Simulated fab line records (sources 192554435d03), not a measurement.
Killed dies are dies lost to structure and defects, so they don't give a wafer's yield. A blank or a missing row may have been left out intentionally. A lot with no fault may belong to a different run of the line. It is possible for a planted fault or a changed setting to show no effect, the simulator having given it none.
Struck lot and sound lot, side by side	flow n5Finfet	37 out of 1938 route steps
Sound: the wafers L705.1, L705.2, L705.6. Wafers L701.2, L701.3, L701.4 were the ones struck. The cause is named last.
Each step with rows lists, per side, the tool, then ch with its chambers, then its first start. Under that, the readings that differ: sound wafers	struck wafers	difference of the means	sigmas: that difference in standard deviations of wafers without a fault.
alike: readings with means less than 2 such deviations apart, plus words and numbers identical on both sides. not compared: withheld readings, readings lacking a value on some wafer, bounds such as >300 that could conceal the same value, and numbers that have no deviation in the record and whose values overlap.
A row with sigmas, a row that says differs or no value, or rows on one side alone: a step with any of these is where the two part. Numbers that have no deviation but don't overlap get no sigmas and don't part them. Lack of a reading on every wafer of one side parts them only where that side has two or more wafers.

first, 9 steps without rows for these wafers: N5_BEOL_M4_ANNEAL_95 (time 240 s); N5_BEOL_M4_SPUTTER_96 (material Cu, target thk 4.5 nm, time 8.29 s); N5_BEOL_M4_ECD_50 (material Cu, target thk 300 nm); N5_BEOL_M4_ANNEAL_51 (time 90 s); N5_BEOL_M4_CMP_52 (polishes, stops on SiOC, t overpolish 6.8 s, target thk 40 nm); N5_BEOL_M4_PRE_CLEAN_60 (time 15 s); N5_BEOL_M4_CO_CAP_55 (material Co, precursor CCTBA/H2, target thk 2 nm, time 102.1 s); N5_BEOL_M4_PRE_CLEAN_56 (time 15 s); N5_BEOL_M4_DEP_57 (deposits SiCN from 3MS/NH3, target thk 8 nm, time 14 s).
N5_BEOL_M4_RC_MEAS_101:
  sound on prober-01 ch 0, day 14 08:09; struck on prober-01 ch 0, day 11 15:42
reading	sound	struck	difference	sigmas
IOFF_N (nA/um)	0.17 0.22 0.23	0.12 0.13 0.14	-0.08	-2
  alike: DIBL_N, DIBL_P, IOFF_P, ION_N, ION_P, SS_N, SS_P, VT_N, VT_P
then, 24 steps without rows for these wafers: N5_BEOL_M5_ILD_DEP_00 (deposits SiCOH lowk from DEMS/porogen, target thk 140.64 nm, time 25.9 s); N5_BEOL_M5_CURE_79 (cures SiCOH lowk, time 240 s); N5_BEOL_M5_PECVD_70 (deposits SiO2 from TEOS/O2, target thk 16 nm, time 18 s); N5_BEOL_M5_HM_DEP_02 (deposits TiN, target thk 20 nm); N5_BEOL_M5_COAT_59 (time 60 s, resist thk 60 nm); N5_BEOL_M5_COAT_60 (time 60 s, resist thk 12 nm); N5_BEOL_M5_COAT_71 (time 60 s, resist thk 5 nm); N5_BEOL_M5_COAT_05 (resist thk 30 nm); N5_BEOL_M5_EBR_07; N5_BEOL_M5_SOFTBAKE_06 (time 60 s); N5_BEOL_M5_EXPOSE_08 (exposes mask M5, target cd 28 nm); N5_BEOL_M5_PEB_09 (peb time 60 s); N5_BEOL_M5_DEVELOP_10 (develop time 30 s); N5_BEOL_M5_DESCUM_16 (chemistry O2, time 7 s); N5_BEOL_M5_ETCH_72 (etches underlayer in N2/H2, target depth 6.5 nm, time 5.2 s); N5_BEOL_M5_ETCH_61 (etches SiARC in CF4, target depth 15.6 nm, time 26 s); N5_BEOL_M5_ETCH_62 (etches SOC in N2/H2, target depth 75 nm, overetch 15 nm, time 112.5 s); N5_BEOL_M5_STRIP_63 (strips in N2/H2); N5_BEOL_M5_STRIP_73 (strips in N2/H2); N5_BEOL_M5_STRIP_64 (strips in CF4); N5_BEOL_M5_HM_OPEN_17 (chemistry Cl2/BCl3, target TiN, target depth 20 nm, overetch 6 nm); N5_BEOL_M5_STRIP_19 (strips in O2); N5_BEOL_M5_COAT_65 (time 60 s, resist thk 60 nm); N5_BEOL_M5_COAT_66 (time 60 s, resist thk 12 nm).
-- a jump in the record: the struck wafers' starts before and after are 3 days apart (it breaks off in module BEOL_M5 and resumes in module BEOL_M11, where the first step shown is number 1572 of the route) --
N5_BEOL_M11_ETCH_65: etches SiARC in CF4, target depth 39 nm, time 65 s.
  sound on rieDiel-05 ch 1,2,3, day 17 01:21; struck on rieDiel-03 ch 0,2,3, day 14 10:24
  no value came back on the struck wafers for any of 8 readings (biasW (W), cf4FlowSccm (sccm) and others); on the sound wafers biasW (W) reads 35.87 35.96 36.18
reading	sound	struck	difference	sigmas
model.CAR-ArF_of_BEOL_M11_COAT_22.thkNm (nm)	56 55.8 56.2	83.2 83.6 83	+27.3	
  not compared: rfHoursCounterH
N5_BEOL_M11_ETCH_66: etches SOC in N2/H2, target depth 120 nm, overetch 24 nm, time 180 s.
  sound on rieDiel-05 ch 1,2,3, day 17 01:24; struck on rieDiel-03 ch 0,2,3, day 14 10:27
reading	sound	struck	difference	sigmas
oesProductAu (a.u.)	0.69 0.66 0.59	0.36 0.27 0.29	-0.34	-6
  alike: biasW, chamberPressureMTorr, drypumpMotorCurrentA, h2FlowSccm, rfVppV, showerheadPlenumPTorr, throttleValvePct
  not compared: rfHoursCounterH
N5_PASSIVATION_PROBE_49:
  struck on prober-02, day 16 06:37; sound on prober-02, day 18 17:23
reading	sound	struck	difference	sigmas
defectLimitedYield (%)	89.1 89.7 90.3	0 0 0	-90	-60
killed_at_M4_up	28 15 25	1101 1095 1093	+1074	+99 or more
killedDies	129 122 115	1180 1180 1180	+1058	+59
killedOnRim	16 20 16	152 152 152	+135	+29
sort_bin_5_function (%)	6.2 6.2 5.8	96.9 97.1 96.7	+90.8	+93
sortNPass	1051 1058 1065	0 0 0	-1058	-59
sortYieldPct (%)	89.1 89.7 90.3	0 0 0	-90	-60
  alike: killed_at_M0_to_M3, killedAtContacts, killedAtFrontEnd, killedAtOther, killedOpen, killedShort, sort_bin_6_memory

WHERE THEY PART
First at N5_BEOL_M4_RC_MEAS_101; last, within this record, at N5_PASSIVATION_PROBE_49.

WHY: what the simulator had put in
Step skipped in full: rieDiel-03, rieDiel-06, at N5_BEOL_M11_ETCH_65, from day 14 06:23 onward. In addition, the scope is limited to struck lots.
